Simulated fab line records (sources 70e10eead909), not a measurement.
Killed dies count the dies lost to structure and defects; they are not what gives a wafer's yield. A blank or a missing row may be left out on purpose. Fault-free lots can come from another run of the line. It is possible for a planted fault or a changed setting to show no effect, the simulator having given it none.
A struck lot beside a sound one -- flow nand_harc -- 40 steps out of a route of 1159
Sound: the wafers L270.1, L270.2, L270.5. The struck wafers were L256.3, L256.5, L256.6. The cause comes at the end.
Per side, at each step with rows, come the tool, then ch with its chambers, and then its first start. Under that, the readings that differ: sound wafers -- struck wafers -- difference of the means -- sigmas: that difference in standard deviations of wafers without a fault.
alike: a reading whose means differ by less than 2 such deviations, as well as words and numbers matching on both sides. not compared: withheld readings; readings where some wafer has no value; bounds like >300 that might hide an equal value; numbers whose values overlap and for which the record gives no deviation.
Wherever a step has rows on one side only, a row that says differs or no value, or a row with sigmas, the two part there. Numbers that don't overlap but have no deviation are shown without sigmas and don't part them. A reading missing from all wafers of one side parts the sides only when that side holds two or more wafers.

first, 2 steps without rows for these wafers: NHARC_A_CONTACT_ETCH_136 (etches the open film in C4F8/O2/Ar, time 132 s, target depth 1287 nm); NHARC_A_CONTACT_ETCH_137 (etches the open film in C4F8/O2/Ar, time 132 s, target depth 1287 nm).
NHARC_A_CONTACT_ETCH_138: etches the open film in C4F8/O2/Ar, time 132 s, target depth 1289 nm.
  sound on har_cap_etch-01 ch 0,1, day 22 20:08; struck on har_cap_etch-01 ch 0,1, day 19 00:14
  alike: oes_air_line_au
  not compared: rf_hours_counter_h
then, 3 steps without rows for these wafers: NHARC_A_CONTACT_ETCH_139 (etches the open film in C4F8/O2/Ar, time 137 s, target depth 590 nm); NHARC_A_CONTACT_ETCH_92 (etches the open film in CH3F/O2, target depth 40 nm, time 85.7 s); NHARC_A_CONTACT_ETCH_98 (etches the open film in C4F6/O2, target depth 20 nm, time 10 s).
NHARC_A_CONTACT_CD_MEAS_15:
  sound on cd_sem-03, day 22 20:53; struck on cd_sem-02, day 19 01:00
  alike: cd_nm
then, 5 steps without rows for these wafers: NHARC_A_CONTACT_STRIP_107 (strips in N2/H2); NHARC_A_CONTACT_STRIP_108 (strips in CF4/CHF3); NHARC_A_CONTACT_STRIP_109 (strips in O2/COS); NHARC_A_CONTACT_ETCH_110 (etches the open film in CF4/O2, target depth 50 nm, overetch 5 nm, time 27.5 s); NHARC_A_CONTACT_STRIP_26 (strips in O2).
NHARC_A_CONTACT_STRIP_27: strips in post etch residue remover, time 600 s.
  sound on wet_bench-02 ch 1,2,4, day 22 21:59; struck on wet_bench-02 ch 0,4,5, day 19 02:23
  alike: bath_heat_duty_pct
then, 2 steps without rows for these wafers: NHARC_A_CONTACT_ALD_18 (deposits TiN, target thk 3 nm, pulse time 1 s, ald cycles 150); NHARC_A_CONTACT_CVD_19 (deposits W, target thk 300 nm, time 802 s).
NHARC_A_CONTACT_CMP_20: polishes, t overpolish 30 s, target thk 300 nm.
  sound on cmp-01 ch 0,2,3, day 22 23:22; struck on cmp-01 ch 0,3, day 19 03:58
  alike: edge_zone_pressure_frac, motor_current_A, overpolish_run_s, time_to_endpoint_s
then, 11 steps without rows for these wafers: NHARC_A_CONTACT_SRD_22; NHARC_A_BLC_DEHYDRATE_00 (time 120 s); NHARC_A_BLC_HMDS_01 (time 30 s); NHARC_A_BLC_COAT_02 (time 75 s); NHARC_A_BLC_COAT_03 (time 65 s); NHARC_A_BLC_COAT_04 (resist thk 90 nm); NHARC_A_BLC_SOFTBAKE_05 (time 55 s); NHARC_A_BLC_EBR_06; NHARC_A_BLC_EXPOSE_07 (exposes mask A BLC, target cd 100 nm); NHARC_A_BLC_PEB_08 (peb time 65 s); NHARC_A_BLC_DEVELOP_09 (develop time 35 s).
NHARC_A_BLC_CD_MEAS_10: the cd target is 100 nm.
  sound on cd_sem-03 ch 0, day 23 00:19; struck on cd_sem-02 ch 0, day 19 04:44
  alike: cd_nm
NHARC_A_BLC_OVL_MEAS_11:
  sound on overlay-02, day 23 00:24; struck on overlay-02, day 19 04:49
  alike: overlay_x_nm, overlay_y_nm
NHARC_A_BLC_DESCUM_15: chemistry O2, time 3 s.
  sound on rie_diel-06 ch 2,3, day 23 00:29; struck on rie_diel-06 ch 2,3, day 19 04:57
  alike: drypump_motor_current_A, oes_product_au, rf_vpp_V, showerhead_plenum_p_Torr, throttle_valve_pct
  not compared: rf_hours_counter_h
then, 3 steps without rows for these wafers: NHARC_A_BLC_ETCH_16 (etches the open film in CF4, target depth 39 nm, time 65 s); NHARC_A_BLC_ETCH_17 (etches the open film in N2/H2, target depth 390 nm, time 609.38 s); NHARC_A_BLC_ETCH_18 (etches the open film in C4F8/O2/Ar, target depth 910 nm).
NHARC_A_BLC_CD_MEAS_19:
  sound on cd_sem-03, day 23 01:28; struck on cd_sem-02, day 19 05:55
  alike: cd_nm
NHARC_A_BLC_STRIP_29: strips in CF4.
  sound on rie_diel-06 ch 0,2,3, day 23 01:32; struck on rie_diel-06 ch 0,1,2, day 19 06:01
  alike: cf4_flow_sccm, drypump_motor_current_A, oes_product_au, rf_vpp_V, showerhead_plenum_p_Torr, throttle_valve_pct
  not compared: rf_hours_counter_h
then, 2 steps without rows for these wafers: NHARC_A_BLC_STRIP_21 (strips in O2); NHARC_A_BLC_STRIP_22 (strips in post etch residue remover, time 600 s).
NHARC_A_BLC_DEGAS_30: time 60 s.
  sound on pvd_sputter-02, day 23 02:04; struck on pvd_sputter-01, day 19 06:44
  alike: heater_power_w
then, 1 step without rows for these wafers: NHARC_A_BLC_PRE_CLEAN_31 (time 15 s).
-- break in the record here, with 2 days between the starts of the struck wafers on either side (left off in module A_BLC, picked up again in module END, where the first step shown is number 1159 on the route) --
NHARC_END_SORT_01:
  the record has rows for the struck wafers here (prober-01 ch 0, day 21 14:32) and none for the sound ones

WHERE THEY PART
NHARC_END_SORT_01 only, going by this record.

WHY: what the simulator had put in
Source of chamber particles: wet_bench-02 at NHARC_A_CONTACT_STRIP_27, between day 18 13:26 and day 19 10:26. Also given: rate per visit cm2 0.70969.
